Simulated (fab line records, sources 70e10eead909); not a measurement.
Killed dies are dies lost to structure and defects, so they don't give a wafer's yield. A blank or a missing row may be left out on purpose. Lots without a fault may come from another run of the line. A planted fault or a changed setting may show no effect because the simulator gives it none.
fab line records | flow nand_harc
record lots=7 wafers=21 last_day=34
route steps=1302 shown A_M0@1166 A_M1@1169
lots that met no fault: from a run of the same line without faults
start_h: hours from the record's first day to the start of the lot's first wafer shown | wait_h: hours since the lot's step before | " the same as in the row above | L1.1+2: a row that stands for several wafers | - no value, or no start given | * or withheld: withheld | < > ~ a bound
route shown NAME@n: a module of which the file shows steps, and the number in the route of the first | usual: mean/standard deviation of fault-free wafers | same: alike in all rows | chamber/n: place in a boat | sites: the reading at each site | _std_site: their standard deviation | _edge_site: outer sites' mean less inner sites' | radius_mm: how far each site lies from the wafer's centre | mask NAME#n: copy n | behind: the tool/chamber that last shaped the wafer | hold: why the lot was held/for how many hours/how that ended | device: the transistor (n, p or np) that didn't switch | end of line: the same wafers' tests at the end of the route | a step without rows: its recipe alone | killed: dies lost to structure and defects at the first sort, not the wafer's yield | map: a wafer's dies, x killed, . not, _ none there
set.NAME: the setting as run; set.NAME@STEP: as run at that earlier step | model.NAME: the simulator's own value behind a step, which no gauge read
lots at some steps of the route; a table a step, a row a wafer
services: from which hour (start_h, from the record's first day; less than 0 if before it) a tool's chamber was out of use, for how many hours, and why
## steps
# step NHARC_A_M0_INSPECT_27
# usual raw_defect_count=575/170
# columns lot.wafer tool chamber start_h wait_h raw_defect_count
L575.1 defect_inspect-01 - 567.70 0.0 523
L575.3 " - " " 700
L575.4 " - " " 626
L580.2 defect_inspect-02 - 605.46 0.0 449
L580.4 " - " " 292
L580.6 " - " " 318
L578.2 defect_inspect-01 - 614.09 0.0 806
L578.3 " - " " 500
L578.4 " - " " 517
L577.3 defect_inspect-01 - 618.58 0.0 518
L577.5 " - " " 403
L577.6 " - " " 442
L579.2 defect_inspect-01 - 619.10 0.0 625
L579.5 " - " " 525
L579.6 " - " " 595
L590.2 defect_inspect-01 - 703.01 0.0 624
L590.5 " - " " 798
L590.6 " - " " 846
L592.2 defect_inspect-01 - 764.61 0.0 614
L592.4 " - " " 740
L592.5 " - " " 589
# step NHARC_A_M0_PRE_CLEAN_31
# recipe time_s=12 temp_c=370 rf_power_w=300 gas=NH3
# usual heater_power_w=634/86
# columns lot.wafer tool chamber start_h wait_h heater_power_w
L575.3 pecvd-04 0 567.77 0.1 681
L575.1 " 1 " " 780
L575.4 " 0 " " 695
L580.2 pecvd-01 2 605.54 0.1 602
L580.4 " 2 " " 595
L580.6 " 0 " " 655
L578.3 pecvd-04 0 614.16 0.1 735
L578.2 " 1 " " 735
L578.4 " 0 " " 713
L577.3 pecvd-02 1 618.71 0.1 607
L577.6 " 2 " " 613
L577.5 " 1 " " 628
L579.2 pecvd-02 2 619.20 0.1 607
L579.6 " 0 " " 585
L579.5 " 2 " " 608
L590.2 pecvd-02 2 703.07 0.1 579
L590.5 " 2 " " 569
L590.6 " 0 " " 580
L592.2 pecvd-02 1 764.71 0.1 622
L592.5 " 0 " " 542
L592.4 " 1 " " 611
# step NHARC_A_M0_DEP_32
# recipe target_thk_a=300 temp_c=370 target_thk_nm=30 pressure_torr=3 flow_sccm=200 rf_w=450 material=SiCN
# usual heater_power_w=563/91
# columns lot.wafer tool chamber start_h wait_h heater_power_w
L575.3 pecvd-04 0 567.85 0.1 697
L575.1 " 1 " " 646
L575.4 " 0 " " 705
L580.2 pecvd-01 2 605.65 0.1 453
L580.4 " 2 " " 450
L580.6 " 0 " " 631
L578.3 pecvd-04 0 614.24 0.1 644
L578.2 " 1 " " 608
L578.4 " 0 " " 676
L577.3 pecvd-02 1 618.96 0.2 604
L577.6 " 2 " " 510
L577.5 " 1 " " 605
L579.2 pecvd-02 2 619.33 0.1 538
L579.6 " 0 " " 448
L579.5 " 2 " " 547
L590.2 pecvd-02 2 703.15 0.1 529
L590.5 " 2 " " 521
L590.6 " 0 " " 532
L592.2 pecvd-02 1 764.84 0.1 580
L592.5 " 0 " " 522
L592.4 " 1 " " 589
# step NHARC_A_M1_DEP_00
# recipe target_thk_a=1825 target_thk_nm=182.5 temp_c=withheld pressure_torr=5 flow_sccm=200 rf_w=600 material=SiOC
# step NHARC_A_M1_DEHYDRATE_01
# recipe temp_c=150 time_s=120
# step NHARC_A_M1_HMDS_02
# recipe time_s=30
# step NHARC_A_M1_COAT_34
# recipe temp_c=200 time_s=65
# step NHARC_A_M1_COAT_03
# recipe spin_rpm=1500 resist_thk_nm=90
# step NHARC_A_M1_SOFTBAKE_04
# recipe temp_c=105 time_s=55
# step NHARC_A_M1_EBR_05
# step NHARC_A_M1_EXPOSE_06
# recipe na=1.35 target_cd_nm=120 dose_mj=75.13 mask_id=A_M1
# step NHARC_A_M1_PEB_07
# recipe peb_temp_c=100 peb_time_s=65
# step NHARC_A_M1_DEVELOP_08
# recipe develop_time_s=35 dev_temp_c=23
# usual chill_plate_temp_C=23.02/0.096 develop_time_s=35/0
# columns lot.wafer tool chamber start_h wait_h chill_plate_temp_C develop_time_s
L575.1 litho_track-04 0 569 - 22.98 35
L575.3 " 0 " " 23.07 35
L575.4 " 0 " " 23.21 35
L580.2 litho_track-06 - 606 - - -
L580.4 " - " " - -
L580.6 " - " " - -
L578.2 litho_track-01 - 615 - - -
L578.3 " - " " - -
L578.4 " - " " - -
L577.3 litho_track-01 - 619 - - -
L577.5 " - " " - -
L577.6 " - " " - -
L579.2 litho_track-04 0 620 - 23.21 35
L579.5 " 0 " " 23.09 35
L579.6 " 0 " " 23.04 35
L590.2 litho_track-01 0 704 - 22.95 35
L590.5 " 0 " " 22.94 35
L590.6 " 0 " " 22.92 35
L592.2 litho_track-01 0 765 - 23.02 35
L592.4 " 0 " " 22.84 35
L592.5 " 0 " " 22.97 35
# step NHARC_A_M1_CD_MEAS_09
# recipe target_cd_nm=120 landing_energy_ev=500
# usual cd_nm=119.9/0.68
# same landing_energy_ev=500
# columns lot.wafer tool chamber start_h wait_h cd_nm
L575.1 cd_sem-01 0 569.10 - 119.8
L575.3 " 0 " " 119.0
L575.4 " 0 " " 120.1
L580.2 cd_sem-01 0 606.99 - -
L580.4 " 0 " " -
L580.6 " 0 " " -
L578.2 cd_sem-01 0 615.36 - -
L578.3 " 0 " " -
L578.4 " 0 " " -
L577.3 cd_sem-03 0 620.00 - -
L577.5 " 0 " " -
L577.6 " 0 " " -
L579.2 cd_sem-03 0 620.50 - 120.0
L579.5 " 0 " " 119.8
L579.6 " 0 " " 118.8
L590.2 cd_sem-03 0 704.39 - 120.1
L590.5 " 0 " " 120.9
L590.6 " 0 " " 120.8
L592.2 cd_sem-02 0 765.89 - 119.5
L592.4 " 0 " " 119.8
L592.5 " 0 " " 120.5
## services
# columns tool chamber start_h hours kind
litho_track-04 - 553.01 7.0 pm
pecvd-02 - 589.30 13.0 pm
pecvd-02 0 589.30 29.5 vent_cycle
pecvd-02 1 589.30 13.0 vent_cycle
pecvd-02 2 589.30 13.0 vent_cycle
pecvd-04 2 599.65 8.6 repair
pecvd-02 1 602.30 - clean
pecvd-02 2 602.30 - clean
pecvd-04 - 631.14 13.0 pm
pecvd-04 0 631.14 13.0 vent_cycle
pecvd-04 1 631.14 13.0 vent_cycle
pecvd-04 2 631.14 13.0 vent_cycle
pecvd-04 0 644.14 - clean
pecvd-04 1 644.14 - clean
pecvd-04 2 644.14 - clean
pecvd-01 - 673.22 13.0 pm
pecvd-01 0 673.22 13.0 vent_cycle
pecvd-01 1 673.22 13.0 vent_cycle
pecvd-01 2 673.22 13.0 vent_cycle
litho_track-01 - 680.00 7.0 pm
pecvd-01 0 686.22 - clean
litho_track-06 - 704.00 7.0 pm
pecvd-02 - 711.32 10.2 repair
litho_track-04 - 728.01 7.0 pm
## key
first_sign step=NHARC_A_M1_DEVELOP_08 reading=tool_record direction=missing
effect none on later readings
met_at NHARC_A_M1_DEVELOP_08
struck_wafers L577.3,L577.5,L577.6,L578.2,L578.3,L578.4,L580.2,L580.4,L580.6
later_rows_left_out L577.3,L577.5,L577.6,L578.2,L578.3,L578.4,L580.2,L580.4,L580.6
sort_left_out L577.3,L577.5,L577.6,L578.2,L578.3,L578.4,L580.2,L580.4,L580.6
fault kind=skipped_step_whole tool=litho_track-01,litho_track-06 chamber=- onset_h=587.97 steps=NHARC_A_M1_DEVELOP_08 scope=struck_lots_only
# sort_left_out: the simulated sort isn't trusted on such a fault, so these wafers' sort isn't shown, and their yield isn't known
# later_rows_left_out: the simulator's readings of these wafers behind a module that went badly wrong aren't trusted and aren't shown, but for the sort
